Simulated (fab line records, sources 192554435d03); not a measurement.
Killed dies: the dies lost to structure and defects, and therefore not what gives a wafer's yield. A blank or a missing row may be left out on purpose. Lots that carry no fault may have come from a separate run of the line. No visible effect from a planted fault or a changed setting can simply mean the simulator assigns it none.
fab line records | flow n5Finfet
record lots=6 wafers=18 lastDay=17
route steps=1938 shown MIM_TOP_LITHO@1846 MIM_TOP_ETCH@1851 MIM_BOT_LITHO@1854
lots that met no fault: from a run of the same line without faults
startH: hours from the record's first day to the start of the lot's first wafer shown | waitH: how many hours have passed since the lot's step before this one | " as in the row above | L1.1+2: one row covering several wafers at once | - value missing, or start not given | * or withheld: withheld | < > ~ a bound
route shown NAME@n: names a module that has steps shown in the file, with the first one's number in the route | usual: mean/standard deviation taken from wafers without a fault | same: alike in all rows | chamber/n: place in a boat | sites: each site's reading | _std_site: standard deviation across them | _edge_site: outer sites' mean less inner sites' | radiusMm: for every site, how far away it sits from the centre of the wafer | mask NAME#n: copy n | behind: the most recent tool/chamber to have shaped the wafer | hold: what put the lot on hold/how long, in hours/how the hold closed | device: which transistor (n, p or np) failed to switch | end of line: tests run on the same wafers once the route is complete | a step without rows: its recipe alone | killed: dies that structure and defects cost at the first sort, which is not the same as the wafer's yield | map: per-die view of a wafer (x killed, . not killed, _ where there is no die)
set.NAME: the setting as run; set.NAME@STEP: as run at that earlier step | model.NAME: the simulator's own value behind a step, which no gauge read
lots at some steps of the route; a table a step, a row a wafer
services: from which hour (startH, from the record's first day; less than 0 if before it) a tool's chamber was out of use, for how many hours, and why
## steps
# step N5_MIM_TOP_LITHO_HARDBAKE_09
# recipe tempC=130 timeS=120
# step N5_MIM_TOP_LITHO_CD_MEAS_08
# recipe targetCdNm=2000 landingEnergyEv=500 detector=seInlens
# usual cdNm=1999.5/1.8
# columns lot.wafer tool chamber startH waitH cdNm
L189.2 cdSem-01 0 269.76 - 1999.7
L189.5 " 0 " " 1999.5
L189.6 " 0 " " 2002.0
L194.4 cdSem-02 0 303.56 - 2002.8
L194.5 " 0 " " 1999.7
L194.6 " 0 " " 2001.6
L196.3 cdSem-02 0 318.97 - 1998.3
L196.5 " 0 " " 1999.1
L196.6 " 0 " " 1999.5
L199.1 cdSem-01 0 334.10 - 2000.1
L199.5 " 0 " " 2002.5
L199.6 " 0 " " 1999.6
L208.2 cdSem-02 0 396.30 - 2001.2
L208.5 " 0 " " 2001.0
L208.6 " 0 " " 2002.0
L209.4 cdSem-01 0 400.39 - 1999.6
L209.5 " 0 " " 2000.1
L209.6 " 0 " " 1997.5
# step N5_MIM_TOP_LITHO_OVL_MEAS_11
# recipe pointsPerWafer=44
# usual MIM_TOP_OVL=2/5.3
# columns lot.wafer tool chamber startH waitH MIM_TOP_OVL[nm]
L189.2 overlay-01 0 269.79 0.0 -1
L189.5 " 0 " " 8
L189.6 " 0 " " 1
L194.4 overlay-02 0 303.59 0.0 1
L194.5 " 0 " " 3
L194.6 " 0 " " 7
L196.3 overlay-01 0 318.99 0.0 -1
L196.5 " 0 " " 4
L196.6 " 0 " " 0
L199.1 overlay-02 0 334.13 0.0 0
L199.5 " 0 " " 3
L199.6 " 0 " " -1
L208.2 overlay-02 0 396.33 0.0 -7
L208.5 " 0 " " -7
L208.6 " 0 " " -4
L209.4 overlay-01 0 400.42 0.0 -1
L209.5 " 0 " " 2
L209.6 " 0 " " 4
# step N5_MIM_TOP_LITHO_INSPECT_12
# recipe mode=adi inspectInstrument=macro
# usual rawDefectCount=1.9/1.2
# columns lot.wafer tool chamber startH waitH rawDefectCount
L189.2 defectInspect-01 - 269.81 0.0 3
L189.5 " - " " 3
L189.6 " - " " 1
L194.4 defectInspect-02 - 303.61 0.0 1
L194.5 " - " " 2
L194.6 " - " " 1
L196.3 defectInspect-02 - 319.02 0.0 4
L196.5 " - " " 1
L196.6 " - " " 1
L199.1 defectInspect-01 - 334.15 0.0 1
L199.5 " - " " 1
L199.6 " - " " 1
L208.2 defectInspect-01 - 396.35 0.0 4
L208.5 " - " " 0
L208.6 " - " " 2
L209.4 defectInspect-01 - 400.45 0.0 3
L209.5 " - " " 2
L209.6 " - " " 0
# step N5_MIM_TOP_LITHO_DESCUM_10
# recipe chemistry=O2 timeS=7.9 sourcePowerW=50 biasPowerW=20 pressureMtorr=20 rfFrequencyHz=2.712e+07 tempC=40 o2FlowSccm=225
# usual biasPowerW=20.00/0.058 drypumpMotorCurrentA=5.6/0.41 oesProductAu=0.77/0.077 rfVppV=243.4/1.2 showerheadPlenumPTorr=2.11/0.055 throttleValvePct=20.38/0.23
# columns lot.wafer tool chamber startH waitH biasPowerW drypumpMotorCurrentA oesProductAu rfHoursCounterH rfVppV showerheadPlenumPTorr throttleValvePct
L189.2 rieDiel-03 2 269.86 0.0 19.89 5.2 0.75 197 244.8 2.07 20.27
L189.5 " 0 " " 20.07 5.3 0.77 - 245.6 2.20 20.25
L189.6 " 3 " " 20.01 5.9 0.91 - 242.7 2.16 20.26
L194.4 rieDiel-03 1 303.82 0.2 20.03 5.3 0.73 180 242.7 2.08 20.23
L194.5 " 3 " " 20.02 5.9 0.90 - 244.1 2.16 20.28
L194.6 " 2 " " 20.07 5.2 0.74 - 242.6 2.07 20.27
L196.3 rieDiel-03 0 320.76 1.7 20.00 5.3 0.76 149 245.9 2.19 20.27
L196.5 " 0 " " 19.93 5.3 0.76 - 243.6 2.19 20.27
L196.6 " 1 " " 20.00 5.3 0.72 - 243.8 2.08 20.22
L199.1 rieDiel-03 3 335.63 1.5 20.03 5.9 0.86 44 244.7 2.15 20.30
L199.5 " 0 " " 20.00 5.3 0.75 - 246.0 2.19 20.30
L199.6 " 1 " " 20.07 5.4 0.71 - 243.5 2.07 20.25
L208.2 rieDiel-04 0 396.43 0.1 19.93 6.0 0.69 260 242.4 2.07 20.88
L208.5 " 2 " " 19.98 6.1 0.83 - 241.6 2.04 20.15
L208.6 " 0 " " 19.99 6.1 0.68 - 242.6 2.07 20.91
L209.4 rieDiel-03 3 400.51 0.1 19.99 5.9 0.81 - 243.0 2.14 20.33
L209.5 " 0 " " 19.98 5.3 0.73 - 244.4 2.18 20.33
L209.6 " 1 " " 20.05 5.4 0.69 - 242.8 2.06 20.30
# step N5_MIM_TOP_ETCH_ETCH_00
# recipe chemistry=Cl2/BCl3 target=TiN targetDepthA=385 ionEnergyEv=150 pressureMtorr=10 icpW=1000 biasW=126 Cl2_flow_sccm=53.25 bcl3FlowSccm=21.75 Ar_flow_sccm=25
# usual biasW=126.0/0.36 drypumpMotorCurrentA=5.6/0.47 oesProductAu=0.83/0.047 throttleValvePct=22.73/0.19
# columns lot.wafer tool chamber startH waitH biasW drypumpMotorCurrentA oesProductAu rfHoursCounterH throttleValvePct
L189.2 rieMetal-03 1 269.95 0.1 126.1 4.9 0.87 12 22.68
L189.5 " 0 " " 126.0 5.4 0.85 - 22.44
L189.6 " 1 " " 125.7 4.9 0.88 - 22.68
L194.4 rieMetal-03 0 303.95 0.1 126.2 5.5 0.84 - 22.45
L194.5 " 1 " " 126.2 4.9 0.88 - 22.69
L194.6 " 0 " " 126.2 5.4 0.84 - 22.46
L196.3 rieMetal-03 0 320.88 0.1 125.8 5.5 0.84 - 22.45
L196.5 " 0 " " 125.3 5.5 0.85 - 22.44
L196.6 " 1 " " 126.1 4.9 0.87 - 22.69
L199.1 rieMetal-02 1 335.72 0.1 125.7 6.2 0.83 19 23.09
L199.5 " 0 " " 126.2 6.0 0.82 - 22.90
L199.6 " 1 " " 126.2 6.2 0.83 - 23.09
L208.2 rieMetal-03 1 396.52 0.1 125.4 4.9 0.84 23 22.71
L208.5 " 0 " " 126.5 5.4 0.81 - 22.46
L208.6 " 1 " " 126.1 4.9 0.84 - 22.72
L209.4 rieMetal-01 0 400.60 0.1 126.3 5.3 0.85 - 22.73
L209.5 " 0 " " 125.6 5.3 0.85 - 22.73
L209.6 " 1 " " 126.3 6.0 0.73 - 22.78
# step N5_MIM_TOP_ETCH_STRIP_01
# recipe chemistry=O2 powerW=600 tempC=60 pressureMtorr=30 rfFrequencyHz=6e+07 biasPowerW=0 overashFraction=0.5 o2FlowSccm=225
# usual drypumpMotorCurrentA=5.6/0.51 oesProductAu=0.78/0.091 rfVppV=3.8/1.4 showerheadPlenumPTorr=2.14/0.07 throttleValvePct=16.70/0.27
# same biasPowerW=0
# columns lot.wafer tool chamber startH waitH drypumpMotorCurrentA oesProductAu rfHoursCounterH rfVppV showerheadPlenumPTorr throttleValvePct
L189.2 rieDiel-02 0 270.09 0.1 5.1 0.73 182 3.7 2.18 17.11
L189.5 " 2 " " 5.0 0.92 - 5.5 2.21 16.21
L189.6 " 3 " " 5.5 0.73 - 3.8 2.16 16.87
L194.4 rieDiel-06 1 304.05 0.1 6.6 0.84 73 3.3 2.20 16.33
L194.5 " 2 " " 5.9 0.88 - 4.8 2.05 16.55
L194.6 " 1 " " 6.6 0.83 - 4.7 2.20 16.29
L196.3 rieDiel-06 1 320.98 0.1 6.6 0.83 77 5.6 2.19 16.34
L196.5 " 2 " " 5.9 0.89 - 6.3 2.05 16.56
L196.6 " 1 " " 6.6 0.81 - 4.3 2.19 16.31
L199.1 rieDiel-05 3 335.86 0.1 5.6 0.70 215 3.6 2.17 16.60
L199.5 " 2 " " 5.0 0.68 - 0.2 2.13 17.08
L199.6 " 3 " " 5.6 0.72 - 6.8 2.17 16.57
L208.2 rieDiel-02 2 396.66 0.1 5.0 0.83 62 5.4 2.20 16.30
L208.5 " 0 " " 5.2 0.70 - 6.7 2.16 17.21
L208.6 " 1 " " 5.6 0.88 - 3.3 2.22 16.88
L209.4 rieDiel-05 0 400.76 0.1 6.2 0.89 23 3.7 2.22 16.47
L209.5 " 0 " " 6.1 0.88 - 2.5 2.22 16.52
L209.6 " 3 " " 5.6 0.70 - 2.3 2.16 16.65
# step N5_MIM_TOP_ETCH_PECVD_03
# recipe material=SiNx targetThkA=200 tempC=400 precursor=SiH4/NH3/N2 pressureTorr=1.5 rfW=300 timeS=17.6
# usual heaterPowerW=831/110 showerheadPlenumPTorr=5.16/0.06 showerheadVppV=1079/56 throttleValvePct=40.0/1.9
# columns lot.wafer tool chamber startH waitH heaterPowerW showerheadPlenumPTorr showerheadVppV sinceWetCleanH throttleValvePct
L189.2 pecvd-01 2 270.15 - 944 5.25 1000 39 37.1
L189.5 " 1 " " 901 5.19 1114 - 41.2
L189.6 " 0 " " 782 5.13 1120 - 40.6
L194.4 pecvd-01 2 304.14 - 895 5.25 992 - 36.7
L194.5 " 1 " " 842 5.19 1114 - 41.4
L194.6 " 0 " " 701 5.13 1111 - 40.5
L196.3 pecvd-01 1 321.05 - 861 5.17 1133 1569 41.0
L196.5 " 0 " " 668 5.14 1108 - 40.6
L196.6 " 2 " " 933 5.25 989 - 37.2
L199.1 pecvd-04 1 335.92 - 958 5.12 1153 1765 42.3
L199.5 " 1 " " 957 5.12 1158 - 41.9
L199.6 " 0 " " 846 5.15 1131 - 38.3
L208.2 pecvd-03 2 396.73 - 626 5.11 1035 528 42.2
L208.5 " 1 " " 839 5.20 1041 - 41.8
L208.6 " 0 " " 542 5.00 1035 - 41.6
L209.4 pecvd-01 2 400.85 - 958 5.24 1002 - 37.5
L209.5 " 1 " " 931 5.18 1114 - 41.2
L209.6 " 0 " " 727 5.12 1132 - 41.0
# step N5_MIM_BOT_LITHO_HMDS_01
# recipe timeS=60 tempC=120
# step N5_MIM_BOT_LITHO_COAT_02
# recipe spinRpm=* resistThkNm=*
# step N5_MIM_BOT_LITHO_EBR_04
# recipe solvent=PGMEA ebrWidthMm=1.5
# step N5_MIM_BOT_LITHO_SOFTBAKE_03
# recipe tempC=100 timeS=90
# step N5_MIM_BOT_LITHO_EXPOSE_05
# recipe maskId=MIM_BOT na=0.55 sourceShape=conventional sigmaOuter=0.8 polarization=unpolarized doseMj=24.25
# columns lot.wafer tool chamber startH waitH mask model.MIM_BOT_LITHO.overlayXNm
L189.2+5+6 krfScanner-02 0 270.46 - MIM_BOT#0 3.6
L194.4+5+6 krfScanner-02 0 304.31 - MIM_BOT#0 0.8
L196.3+5+6 krfScanner-01 0 321.24 - MIM_BOT#0 -1
L199.1+5+6 krfScanner-01 0 336.10 - MIM_BOT#0 -2
L208.2+5+6 krfScanner-01 0 397.04 - MIM_BOT#0 178
L209.4+5+6 krfScanner-01 0 401.03 - MIM_BOT#0 173.2
# step N5_MIM_BOT_LITHO_PEB_06
# recipe pebTempC=withheld pebTimeS=*
# step N5_MIM_BOT_LITHO_DEVELOP_07
# recipe developTimeS=60 rinseLiquid=diw dry=airSpin devTempC=21
# step N5_MIM_BOT_LITHO_HARDBAKE_09
# recipe tempC=130 timeS=120
# step N5_MIM_BOT_LITHO_CD_MEAS_08
# recipe targetCdNm=3000 landingEnergyEv=500 detector=seInlens polarity=opening
# usual cdNm=3000.3/1.9
# columns lot.wafer tool chamber startH waitH cdNm
L189.2 cdSem-01 0 270.64 - 3000.1
L189.5 " 0 " " 2996.5
L189.6 " 0 " " 2996.1
L194.4 cdSem-03 0 304.47 - 3000.6
L194.5 " 0 " " 3000.9
L194.6 " 0 " " 2999.5
L196.3 cdSem-01 0 321.41 - 3002.2
L196.5 " 0 " " 3003.1
L196.6 " 0 " " 3004.6
L199.1 cdSem-03 0 336.28 - 3001.5
L199.5 " 0 " " 3002.8
L199.6 " 0 " " 3003.4
L208.2 cdSem-01 0 397.21 - 3002.4
L208.5 " 0 " " 3002.7
L208.6 " 0 " " 3002.5
L209.4 cdSem-01 0 401.19 - 3000.4
L209.5 " 0 " " 2999.9
L209.6 " 0 " " 3001.1
# step N5_MIM_BOT_LITHO_OVL_MEAS_11
# recipe pointsPerWafer=44
# usual MIM_BOT_OVL=0/5.2
# columns lot.wafer tool chamber startH waitH MIM_BOT_OVL[nm]
L189.2 overlay-02 0 270.67 0.0 6
L189.5 " 0 " " 4
L189.6 " 0 " " 14
L194.4 overlay-02 0 304.50 0.0 4
L194.5 " 0 " " 1
L194.6 " 0 " " -1
L196.3 overlay-02 0 321.44 0.0 7
L196.5 " 0 " " -1
L196.6 " 0 " " 2
L199.1 overlay-01 0 336.31 0.0 5
L199.5 " 0 " " 3
L199.6 " 0 " " 4
L208.2 overlay-01 0 397.24 0.0 178
L208.5 " 0 " " 182
L208.6 " 0 " " 172
L209.4 overlay-02 0 401.22 0.0 181
L209.5 " 0 " " 173
L209.6 " 0 " " 178
# step N5_MIM_BOT_LITHO_INSPECT_12
# recipe mode=adi inspectInstrument=macro
# usual rawDefectCount=1.9/1.3
# columns lot.wafer tool chamber startH waitH rawDefectCount
L189.2 defectInspect-02 - 270.69 0.0 1
L189.5 " - " " 3
L189.6 " - " " 1
L194.4 defectInspect-01 - 304.52 0.0 2
L194.5 " - " " 1
L194.6 " - " " 2
L196.3 defectInspect-01 - 321.46 0.0 3
L196.5 " - " " 2
L196.6 " - " " 0
L199.1 defectInspect-01 - 336.33 0.0 4
L199.5 " - " " 2
L199.6 " - " " 2
L208.2 defectInspect-02 - 397.26 0.0 2
L208.5 " - " " 1
L208.6 " - " " 1
L209.4 defectInspect-01 - 401.24 0.0 3
L209.5 " - " " 2
L209.6 " - " " 1
## services
# columns tool chamber startH hours kind
krfScanner-01 - 248.67 0.6 repair
krfScanner-02 - 256.12 1.0 pm
krfScanner-02 - 265.41 1.3 pm
krfScanner-02 - 268.30 0.4 repair
krfScanner-01 - 273.47 1.3 pm
rieDiel-06 2 290.72 8.7 repair
rieDiel-03 3 291.56 6.8 repair
rieDiel-03 - 293.56 1.1 repair
rieDiel-03 0 296.71 5.3 repair
krfScanner-01 - 302.35 0.7 repair
rieDiel-05 0 302.92 10.6 repair
rieDiel-06 1 313.56 3.6 repair
rieDiel-06 - 324.61 2.8 pm
pecvd-01 - 329.36 1.0 repair
rieDiel-02 2 330.09 1.6 repair
krfScanner-02 - 336.33 0.8 pm
rieDiel-06 0 339.69 7.4 repair
krfScanner-01 - 339.85 0.8 pm
rieDiel-05 2 353.39 15.3 repair
rieMetal-03 1 363.93 2.0 repair
krfScanner-01 - 368.11 1.0 pm
rieDiel-03 1 380.94 2.6 repair
rieDiel-05 - 381.65 2.8 pm
rieDiel-06 2 385.88 2.4 repair
## key
firstSign step=N5_MIM_BOT_LITHO_OVL_MEAS_11 reading=MIM_BOT_OVL direction=up sigmas=34 usual=0 struck=177
effect none on later readings
modelEffect step=N5_MIM_BOT_LITHO_EXPOSE_05 value=MIM_BOT_LITHO.overlayXNm without=-3.8 struck=175.6
metAt N5_MIM_BOT_LITHO_EXPOSE_05
struckWafers L208.2,L208.5,L208.6,L209.4,L209.5,L209.6
onsetBetween 336.10 397.04
alsoFits time
fault kind=scannerMatchingOverlay tool=krfScanner-01 chamber=- onsetH=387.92 steps=N5_MIM_BOT_LITHO_EXPOSE_05 offset=179.24
